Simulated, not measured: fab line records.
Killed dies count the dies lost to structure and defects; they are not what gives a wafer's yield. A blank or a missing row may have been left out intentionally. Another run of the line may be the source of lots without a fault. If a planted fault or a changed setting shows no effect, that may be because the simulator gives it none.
fab line records	flow n5_finfet	part 1 of 2: steps 1 to 18 of 29
record lots=5	wafers=15	last_day=16
route steps=1938 shown BEOL_M5@1123
lots that met no fault: taken from a fault-free run of the same line
start_h: hours from the record's opening day to when the first of the lot's shown wafers began	wait_h: how many hours have passed since the lot's step before this one	" as in the row above	L1.1+2: a row that stands for several wafers	- no value, or no start was given	* or withheld: withheld	< > ~ a bound
route shown NAME@n: NAME is a module with steps in the file, n the number in the route of the first one	usual: mean and standard deviation over wafers with no fault	same: alike in all rows	chamber/n: place in a boat	sites: per-site readings	_std_site: how widely they spread, as a standard deviation	_edge_site: the outer-site mean with the inner-site mean subtracted	radius_mm: how far each site lies from the wafer's centre	mask NAME#n: copy n	behind: the most recent tool/chamber to have shaped the wafer	hold: why the lot was held/for how many hours/how that ended	device: the transistor (n, p or np) that didn't switch	end of line: at the end of the route, the tests of the same wafers	where a step has no rows: the recipe by itself	killed: at the first sort, the dies lost to defects and structure; wafer yield is something else	map: per-die view of a wafer (x killed, . not killed, _ where there is no die)
set.NAME: the setting the step ran with; set.NAME@STEP: the setting that earlier step ran with	model.NAME: the simulator's own value behind a step, which no gauge read
lots at selected steps of the route; one table per step, one row per wafer
services: a tool's chamber out of use, with start hour (start_h, from the record's first day; less than 0 if before it), hours out, and reason
## steps
# step N5_BEOL_M5_EXPOSE_08
# recipe mask_id=M5	na=0.33	source_shape=annular	sigma_inner=0.4	sigma_outer=0.8	polarization=unpolarized	target_cd_nm=28	dose_mj=35.75
# usual focus_offset_nm=0.1/0.46	stage_msd_nm=0.80/0.035
# same sigma_inner=0.4	sigma_outer=0.8
lot.wafer	tool	chamber	start_h	wait_h	mask	focus_offset_nm	stage_msd_nm
L081.1	euv_scanner-02	0	215.59	-	M5#0	-0.4	0.83
L081.2	"	0	"	"	M5#0	0.1	0.83
L081.3	"	0	"	"	M5#0	0.2	0.83
L084.2	euv_scanner-01	0	233.03	-	M5#0	0.0	0.77
L084.5	"	0	"	"	M5#0	-0.3	0.77
L084.6	"	0	"	"	M5#0	-0.3	0.77
L086.1	euv_scanner-02	0	245.49	-	M5#0	-0.1	0.84
L086.4	"	0	"	"	M5#0	-0.1	0.84
L086.5	"	0	"	"	M5#0	0.4	0.83
L094.2	euv_scanner-01	0	295.33	-	M5#0	-0.1	0.76
L094.3	"	0	"	"	M5#0	-0.3	0.76
L094.5	"	0	"	"	M5#0	-0.4	0.76
L095.1	euv_scanner-01	0	301.79	-	M5#0	-0.9	0.76
L095.3	"	0	"	"	M5#0	-0.6	0.77
L095.4	"	0	"	"	M5#0	-0.4	0.77
# step N5_BEOL_M5_PEB_09
# recipe peb_temp_c=100	peb_time_s=60	resist=CAR-EUV
lot.wafer	tool	chamber	start_h	wait_h
L081.1+2+3	litho_track-04	0	215.65	0.1
L084.2+5+6	litho_track-02	0	233.08	0.0
L086.1+4+5	litho_track-01	0	245.55	0.1
L094.2+3+5	litho_track-01	0	295.39	0.0
L095.1+3+4	litho_track-01	0	301.85	0.1
# step N5_BEOL_M5_DEVELOP_10
# recipe develop_time_s=30	developer=TMAH	resist=CAR-EUV	rinse_liquid=surfactant_rinse	dry=air_spin	dev_temp_c=23
# same develop_time_s=30
lot.wafer	tool	chamber	start_h	wait_h
L081.1+2+3	litho_track-04	0	-	-
L084.2+5+6	litho_track-02	0	-	-
L086.1+4+5	litho_track-01	0	-	-
L094.2+3+5	litho_track-01	0	-	-
L095.1+3+4	litho_track-01	0	-	-
# step N5_BEOL_M5_CD_MEAS_11
# recipe target_cd_nm=27.74	landing_energy_ev=500	detector=se_inlens
# usual cd_nm=28.1/0.36
lot.wafer	tool	chamber	start_h	wait_h	cd_nm
L081.1	cd_sem-03	0	215.72	-	27.9
L081.2	"	0	"	"	27.6
L081.3	"	0	"	"	27.9
L084.2	cd_sem-03	0	233.15	-	28.4
L084.5	"	0	"	"	28.7
L084.6	"	0	"	"	28.4
L086.1	cd_sem-01	0	245.62	-	27.9
L086.4	"	0	"	"	27.3
L086.5	"	0	"	"	28.3
L094.2	cd_sem-03	0	295.46	-	28.2
L094.3	"	0	"	"	28.0
L094.5	"	0	"	"	28.2
L095.1	cd_sem-03	0	301.92	-	28.3
L095.3	"	0	"	"	28.4
L095.4	"	0	"	"	28.3
# step N5_BEOL_M5_OVL_MEAS_12
# recipe points_per_wafer=522
# usual M5_OVL=-0.4/0.63
lot.wafer	tool	chamber	start_h	wait_h	M5_OVL[nm]
L081.1	overlay-02	0	215.75	0.0	0.5
L081.2	"	0	"	"	-0.7
L081.3	"	0	"	"	0.3
L084.2	overlay-01	0	233.18	0.0	-0.5
L084.5	"	0	"	"	-0.4
L084.6	"	0	"	"	0.0
L086.1	overlay-02	0	245.65	0.0	-1.2
L086.4	"	0	"	"	-0.1
L086.5	"	0	"	"	-0.5
L094.2	overlay-02	0	295.49	0.0	-0.2
L094.3	"	0	"	"	-1.0
L094.5	"	0	"	"	0.2
L095.1	overlay-02	0	301.95	0.0	-0.3
L095.3	"	0	"	"	-0.6
L095.4	"	0	"	"	0.0
# step N5_BEOL_M5_INSPECT_13
# recipe mode=adi	inspect_instrument=brightfield
# usual raw_defect_count=406/89
lot.wafer	tool	chamber	start_h	wait_h	raw_defect_count
L081.1	defect_inspect-02	-	215.82	0.1	527
L081.2	"	-	"	"	455
L081.3	"	-	"	"	405
L084.2	defect_inspect-01	-	233.24	0.0	428
L084.5	"	-	"	"	363
L084.6	"	-	"	"	521
L086.1	defect_inspect-02	-	245.71	0.1	338
L086.4	"	-	"	"	281
L086.5	"	-	"	"	256
L094.2	defect_inspect-01	-	295.54	0.0	334
L094.3	"	-	"	"	455
L094.5	"	-	"	"	342
L095.1	defect_inspect-01	-	302.01	0.1	382
L095.3	"	-	"	"	313
L095.4	"	-	"	"	354
# step N5_BEOL_M5_DESCUM_16
# recipe chemistry=O2	time_s=7	source_power_w=50	bias_power_w=20	pressure_mtorr=20	rf_frequency_hz=2.712e+07	temp_c=40	resist=CAR-EUV	o2_flow_sccm=225
# usual drypump_motor_current_A=5.9/0.31	oes_product_au=0.80/0.093	rf_vpp_V=243.5/1.4	showerhead_plenum_p_Torr=2.10/0.071	throttle_valve_pct=20.42/0.18
# same time_s=7
lot.wafer	tool	chamber	start_h	wait_h	drypump_motor_current_A	oes_product_au	rf_hours_counter_h	rf_vpp_V	showerhead_plenum_p_Torr	throttle_valve_pct
L081.1	rie_diel-02	3	216.01	0.2	6.1	0.95	15	243.8	2.13	20.48
L081.2	"	2	"	"	6.1	0.96	6	245.8	2.25	20.37
L081.3	"	0	"	"	5.6	0.71	195	244.0	2.16	20.48
L084.2	rie_diel-02	0	233.44	0.2	5.6	0.71	200	243.3	2.16	20.48
L084.5	"	3	"	"	6.1	0.94	-	244.7	2.13	20.48
L084.6	"	0	"	"	5.6	0.71	-	244.5	2.16	20.48
L086.1	rie_diel-05	1	245.74	0.0	5.5	0.77	161	239.8	2.02	20.73
L086.4	"	2	"	"	5.7	0.86	61	241.9	2.06	20.45
L086.5	"	3	"	"	6.1	0.73	-	242.9	2.14	20.43
L094.2	rie_diel-02	2	295.58	0.0	6.1	0.90	29	247.2	2.24	20.40
L094.3	"	3	"	"	6.1	0.92	38	245.6	2.12	20.53
L094.5	"	2	"	"	6.1	0.92	-	246.8	2.24	20.41
L095.1	rie_diel-05	0	302.08	0.1	5.5	0.73	232	242.7	2.05	20.50
L095.3	"	3	"	"	6.1	0.71	215	244.5	2.13	20.44
L095.4	"	0	"	"	5.5	0.73	-	243.0	2.05	20.52
# step N5_BEOL_M5_ETCH_72
# recipe chemistry=N2/H2	target=underlayer	target_depth_a=65	mask_material=CAR-EUV	time_s=5.2	ion_energy_ev=200	pressure_mtorr=30	source_w=840	bias_w=150	n2_flow_sccm=200	h2_flow_sccm=200	ends=cleared
# usual drypump_motor_current_A=5.9/0.32	etch_rf_on_time_s=5.17/0.16	oes_product_au=0.68/0.081	rf_vpp_V=524.5/2.6	showerhead_plenum_p_Torr=2.57/0.089	throttle_valve_pct=17.96/0.21
lot.wafer	tool	chamber	start_h	wait_h	drypump_motor_current_A	etch_rf_on_time_s	oes_product_au	rf_hours_counter_h	rf_vpp_V	showerhead_plenum_p_Torr	throttle_valve_pct
L081.1	rie_diel-02	3	216.05	0.0	6.1	5.10	0.81	16	526.0	2.58	17.80
L081.2	"	2	"	"	6.1	5.13	0.81	6	529.3	2.75	17.97
L081.3	"	0	"	"	5.6	5.41	0.60	195	524.3	2.64	18.07
L084.2	rie_diel-02	0	233.47	0.0	5.6	5.37	0.60	200	526.0	2.64	18.05
L084.5	"	3	"	"	6.1	5.06	0.80	-	524.6	2.58	17.81
L084.6	"	0	"	"	5.6	5.33	0.60	-	526.8	2.64	18.06
L086.1	rie_diel-05	1	245.78	0.0	5.5	4.96	0.66	161	520.5	2.47	18.35
L086.4	"	2	"	"	5.7	5.02	0.74	61	522.6	2.47	17.74
L086.5	"	3	"	"	6.1	5.27	0.61	-	526.3	2.62	17.93
L094.2	rie_diel-02	2	295.61	0.0	6.1	5.08	0.76	29	528.9	2.74	18.00
L094.3	"	3	"	"	6.1	5.00	0.78	38	525.7	2.57	17.84
L094.5	"	2	"	"	6.1	5.07	0.77	-	526.7	2.74	18.00
L095.1	rie_diel-05	0	302.12	0.0	5.6	5.26	0.60	232	523.1	2.52	18.16
L095.3	"	3	"	"	6.1	5.30	0.61	215	525.5	2.61	17.95
L095.4	"	0	"	"	5.6	5.28	0.61	-	520.4	2.52	18.18
# step N5_BEOL_M5_ETCH_61
# recipe chemistry=CF4	target=SiARC	target_depth_a=156	mask_material=CAR-EUV	time_s=26	ion_energy_ev=80	pressure_mtorr=40	source_w=545	bias_w=36	Ar_flow_sccm=100	cf4_flow_sccm=100	ends=cleared
# usual drypump_motor_current_A=5.9/0.32	etch_rf_on_time_s=25.8/0.8	oes_product_au=0.68/0.082	rf_vpp_V=184.3/1.2	showerhead_plenum_p_Torr=2.15/0.071	throttle_valve_pct=15.62/0.2
lot.wafer	tool	chamber	start_h	wait_h	drypump_motor_current_A	etch_rf_on_time_s	oes_product_au	rf_hours_counter_h	rf_vpp_V	showerhead_plenum_p_Torr	throttle_valve_pct
L081.1	rie_diel-02	3	216.07	0.0	6.1	25.0	0.82	16	183.5	2.20	15.80
L081.2	"	2	"	"	6.1	25.2	0.82	6	185.5	2.28	15.42
L081.3	"	0	"	"	5.6	26.7	0.61	195	184.9	2.20	15.70
L084.2	rie_diel-02	0	233.49	0.0	5.6	26.0	0.61	200	185.0	2.20	15.71
L084.5	"	3	"	"	6.1	24.7	0.82	-	184.2	2.20	15.82
L084.6	"	0	"	"	5.6	26.1	0.61	-	185.4	2.20	15.72
L086.1	rie_diel-05	1	245.79	0.0	5.5	24.6	0.66	161	183.0	2.04	15.78
L086.4	"	2	"	"	5.7	25.3	0.73	61	184.3	2.09	15.35
L086.5	"	3	"	"	6.1	26.5	0.61	-	185.7	2.19	15.67
L094.2	rie_diel-02	2	295.63	0.0	6.1	24.8	0.77	29	185.2	2.28	15.46
L094.3	"	3	"	"	6.1	24.7	0.78	38	183.6	2.19	15.85
L094.5	"	2	"	"	6.2	24.8	0.78	-	184.7	2.28	15.47
L095.1	rie_diel-05	0	302.13	0.0	5.6	26.5	0.61	232	183.7	2.11	15.84
L095.3	"	3	"	"	6.1	26.7	0.60	215	182.7	2.18	15.69
L095.4	"	0	"	"	5.6	26.4	0.62	-	186.1	2.11	15.83
# step N5_BEOL_M5_ETCH_62
# recipe chemistry=N2/H2	target=SOC	target_depth_a=750	overetch_a=150	mask_material=SiARC	temp_c=40	time_s=112.5	ion_energy_ev=200	pressure_mtorr=30	source_w=840	bias_w=150	n2_flow_sccm=200	h2_flow_sccm=200
# usual drypump_motor_current_A=5.9/0.31	oes_product_au=0.63/0.067	rf_vpp_V=524.5/2.6	showerhead_plenum_p_Torr=2.57/0.089	throttle_valve_pct=17.92/0.21
# same time_s=112.5
lot.wafer	tool	chamber	start_h	wait_h	drypump_motor_current_A	oes_product_au	rf_hours_counter_h	rf_vpp_V	showerhead_plenum_p_Torr	throttle_valve_pct
L081.1	rie_diel-02	3	216.09	0.0	6.1	0.74	16	525.9	2.58	17.74
L081.2	"	2	"	"	6.1	0.74	6	527.6	2.75	17.94
L081.3	"	0	"	"	5.6	0.57	195	525.7	2.64	18.03
L084.2	rie_diel-02	0	233.52	0.0	5.6	0.56	200	525.9	2.64	18.03
L084.5	"	3	"	"	6.1	0.74	-	526.0	2.58	17.76
L084.6	"	0	"	"	5.6	0.57	-	525.0	2.64	18.01
L086.1	rie_diel-05	1	245.82	0.0	5.5	0.60	161	520.3	2.47	18.31
L086.4	"	2	"	"	5.7	0.68	61	522.5	2.47	17.69
L086.5	"	3	"	"	6.1	0.57	-	526.2	2.62	17.90
L094.2	rie_diel-02	2	295.66	0.0	6.1	0.70	29	527.5	2.74	17.98
L094.3	"	3	"	"	6.1	0.70	38	524.7	2.57	17.80
L094.5	"	2	"	"	6.1	0.70	-	528.8	2.74	17.97
L095.1	rie_diel-05	0	302.16	0.0	5.6	0.57	232	524.0	2.52	18.13
L095.3	"	3	"	"	6.1	0.56	215	527.0	2.61	17.93
L095.4	"	0	"	"	5.5	0.57	-	523.7	2.52	18.11
# step N5_BEOL_M5_STRIP_63
# recipe chemistry=N2/H2	temp_c=40	n2_flow_sccm=200	h2_flow_sccm=200	rf_frequency_hz=6e+07
lot.wafer	tool	chamber	start_h	wait_h
L081.1+2+3	rie_diel-02	3,2,0	216.20	0.1
L084.2+5+6	rie_diel-02	0,3,0	233.62	0.1
L086.1+4+5	rie_diel-05	1,2,3	245.93	0.1
L094.2+3+5	rie_diel-02	2,3,2	295.76	0.1
L095.1+3+4	rie_diel-05	0,3,0	302.27	0.1
# step N5_BEOL_M5_STRIP_73
# recipe chemistry=N2/H2	temp_c=40	n2_flow_sccm=200	h2_flow_sccm=200	rf_frequency_hz=6e+07
lot.wafer	tool	chamber	start_h	wait_h
L081.1+2+3	rie_diel-02	3,2,0	216.21	0.0
L084.2+5+6	rie_diel-02	0,3,0	233.63	0.0
L086.1+4+5	rie_diel-05	1,2,3	245.94	0.0
L094.2+3+5	rie_diel-02	2,3,2	295.77	0.0
L095.1+3+4	rie_diel-05	0,3,0	302.28	0.0
# step N5_BEOL_M5_STRIP_64
# recipe chemistry=CF4	resist=SiARC	power_w=300	bias_power_w=75	pressure_mtorr=50	cf4_flow_sccm=150	rf_frequency_hz=6e+07
# usual drypump_motor_current_A=5.9/0.32	oes_product_au=0.79/0.084	rf_vpp_V=271.5/1.5	showerhead_plenum_p_Torr=1.81/0.064	throttle_valve_pct=13.61/0.22
lot.wafer	tool	chamber	start_h	wait_h	drypump_motor_current_A	oes_product_au	rf_hours_counter_h	rf_vpp_V	showerhead_plenum_p_Torr	throttle_valve_pct
L081.1	rie_diel-02	3	216.22	0.0	6.1	0.92	16	272.1	1.85	13.73
L081.2	"	2	"	"	6.1	0.93	6	273.1	1.94	13.43
L081.3	"	0	"	"	5.5	0.72	195	273.0	1.85	13.74
L084.2	rie_diel-02	0	233.64	0.0	5.6	0.71	200	270.7	1.85	13.74
L084.5	"	3	"	"	6.1	0.91	-	272.1	1.85	13.76
L084.6	"	0	"	"	5.6	0.71	-	273.9	1.85	13.74
L086.1	rie_diel-05	1	245.95	0.0	5.5	0.75	162	269.4	1.72	13.81
L086.4	"	2	"	"	5.7	0.84	61	269.2	1.75	13.29
L086.5	"	3	"	"	6.1	0.71	-	271.0	1.84	13.70
L094.2	rie_diel-02	2	295.78	0.0	6.1	0.88	29	273.7	1.93	13.50
L094.3	"	3	"	"	6.1	0.88	38	270.4	1.84	13.80
L094.5	"	2	"	"	6.1	0.87	-	273.4	1.93	13.50
L095.1	rie_diel-05	0	302.29	0.0	5.6	0.71	232	272.5	1.77	13.84
L095.3	"	3	"	"	6.1	0.70	215	272.0	1.84	13.74
L095.4	"	0	"	"	5.6	0.72	-	270.3	1.77	13.84
# step N5_BEOL_M5_HM_OPEN_17
# recipe chemistry=Cl2/BCl3	target_depth_a=200	overetch_a=60	target=TiN	mask_material=SOC	ion_energy_ev=150	pressure_mtorr=10	icp_w=1000	bias_w=126	Cl2_flow_sccm=53.25	bcl3_flow_sccm=21.75	Ar_flow_sccm=25
# usual bcl3_flow_sccm=21.77/0.07	drypump_motor_current_A=5.7/0.45	oes_ar_750_au=0.79/0.12	oes_product_au=0.66/0.1	throttle_valve_pct=22.2/0.32
lot.wafer	tool	chamber	start_h	wait_h	bcl3_flow_sccm	drypump_motor_current_A	oes_ar_750_au	oes_product_au	rf_hours_counter_h	throttle_valve_pct
L081.1	rie_metal-02	1	216.26	0.0	21.79	5.7	0.64	0.53	119	22.3
L081.2	"	0	"	"	21.69	6.0	0.63	0.54	109	22.4
L081.3	"	0	"	"	21.85	6.0	0.62	0.54	-	22.4
L084.2	rie_metal-02	0	233.69	0.0	21.83	5.9	0.63	0.54	111	22.4
L084.5	"	0	"	"	21.71	5.9	0.63	0.54	-	22.4
L084.6	"	1	"	"	21.77	5.8	0.64	0.54	-	22.2
L086.1	rie_metal-01	1	245.99	0.0	21.80	5.8	0.63	0.53	123	22.1
L086.4	"	0	"	"	21.77	4.9	0.87	0.75	-	22.6
L086.5	"	1	"	"	21.69	5.8	0.63	0.53	-	22.1
L094.2	rie_metal-02	1	295.82	0.0	21.80	5.7	1.00	0.83	0	22.0
L094.3	"	0	"	"	21.70	5.9	0.62	0.53	-	22.5
L094.5	"	1	"	"	21.86	5.8	1.01	0.83	-	22.0
L095.1	rie_metal-02	1	302.33	0.0	21.77	5.7	0.99	0.82	1	22.0
L095.3	"	1	"	"	21.74	5.7	0.98	0.84	-	22.0
L095.4	"	0	"	"	21.75	5.9	0.61	0.53	-	22.4
# step N5_BEOL_M5_STRIP_19
# recipe chemistry=O2	power_w=400	temp_c=40	pressure_mtorr=30	rf_frequency_hz=6e+07	bias_power_w=0	overash_fraction=0.2	o2_flow_sccm=225
# usual drypump_motor_current_A=5.87/0.29	oes_product_au=0.79/0.079	rf_vpp_V=3.6/0.49	showerhead_plenum_p_Torr=2.09/0.055	throttle_valve_pct=16.64/0.23
lot.wafer	tool	chamber	start_h	wait_h	drypump_motor_current_A	oes_product_au	rf_hours_counter_h	rf_vpp_V	showerhead_plenum_p_Torr	throttle_valve_pct
L081.1	rie_diel-05	1	216.50	0.2	5.51	0.78	152	3.1	2.02	16.96
L081.2	"	3	"	"	6.10	0.73	192	4.1	2.14	16.66
L081.3	"	0	"	"	5.57	0.74	207	3.6	2.06	16.80
L084.2	rie_diel-05	2	233.84	0.1	5.72	0.86	57	3.4	2.06	16.57
L084.5	"	1	"	"	5.50	0.78	-	3.4	2.02	16.97
L084.6	"	2	"	"	5.72	0.85	-	4.2	2.06	16.57
L086.1	rie_diel-05	3	246.10	0.1	6.14	0.72	200	3.4	2.14	16.68
L086.4	"	2	"	"	5.71	0.85	61	3.3	2.06	16.57
L086.5	"	3	"	"	6.13	0.72	-	3.2	2.14	16.68
L094.2	rie_diel-01	3	295.94	0.1	5.89	0.72	207	3.5	2.01	16.91
L094.3	"	1	"	"	6.24	0.75	162	4.3	2.07	16.44
L094.5	"	1	"	"	6.22	0.74	-	3.2	2.07	16.45
L095.1	rie_diel-02	2	302.44	0.1	6.16	0.91	31	3.5	2.24	16.57
L095.3	"	1	"	"	6.54	0.70	207	3.6	2.04	16.68
L095.4	"	3	"	"	6.08	0.91	40	3.7	2.12	16.77
# step N5_BEOL_M5_CD_MEAS_18
# recipe pitch_nm=56	target_cd_nm=28
# usual cd_nm=28.2/0.52
lot.wafer	tool	chamber	start_h	wait_h	cd_nm
L081.1	cd_sem-02	-	216.57	0.0	27.5
L081.2	"	-	"	"	28.2
L081.3	"	-	"	"	28.0
L084.2	cd_sem-01	-	233.92	0.1	28.3
L084.5	"	-	"	"	28.0
L084.6	"	-	"	"	28.2
L086.1	cd_sem-02	-	246.17	0.0	28.2
L086.4	"	-	"	"	28.2
L086.5	"	-	"	"	28.0
L094.2	cd_sem-03	-	296.01	0.1	28.4
L094.3	"	-	"	"	28.3
L094.5	"	-	"	"	28.6
L095.1	cd_sem-01	-	302.51	0.0	27.2
L095.3	"	-	"	"	27.9
L095.4	"	-	"	"	27.2
# step N5_BEOL_M5_COAT_65
# recipe resist=SOC	temp_c=250	time_s=60	spin_rpm=1500	resist_thk_nm=60
# usual spin_speed_rpm=1500.2/1.1
# same time_s=60
lot.wafer	tool	chamber	start_h	wait_h	spin_speed_rpm
L081.1	litho_track-04	0	216.60	0.0	1499.7
L081.2	"	0	"	"	1499.4
L081.3	"	0	"	"	1503.0
L084.2	litho_track-04	0	236.27	2.4	1501.3
L084.5	"	0	"	"	1500.7
L084.6	"	0	"	"	1501.7
L086.1	litho_track-02	0	246.56	0.4	1500.7
L086.4	"	0	"	"	1500.6
L086.5	"	0	"	"	1499.5
L094.2	litho_track-01	0	297.12	1.1	1499.4
L094.3	"	0	"	"	1499.7
L094.5	"	0	"	"	1499.8
L095.1	litho_track-02	0	302.92	0.4	1500.1
L095.3	"	0	"	"	1499.0
L095.4	"	0	"	"	1498.5
# step N5_BEOL_M5_COAT_66
# recipe resist=SiARC	temp_c=220	time_s=60	spin_rpm=1500	resist_thk_nm=12
# usual spin_speed_rpm=1499.8/1
# same time_s=60
lot.wafer	tool	chamber	start_h	wait_h	spin_speed_rpm
L081.1	litho_track-04	0	-	-	1499.6
L081.2	"	0	"	"	1500.6
L081.3	"	0	"	"	1500.2
L084.2	litho_track-04	0	-	-	1501.3
L084.5	"	0	"	"	1500.7
L084.6	"	0	"	"	1501.0
L086.1	litho_track-02	0	-	-	1499.9
L086.4	"	0	"	"	1501.2
L086.5	"	0	"	"	1500.1
L094.2	litho_track-01	0	-	-	1497.8
L094.3	"	0	"	"	1501.1
L094.5	"	0	"	"	1499.7
L095.1	litho_track-02	0	-	-	1499.9
L095.3	"	0	"	"	1499.4
L095.4	"	0	"	"	1499.8
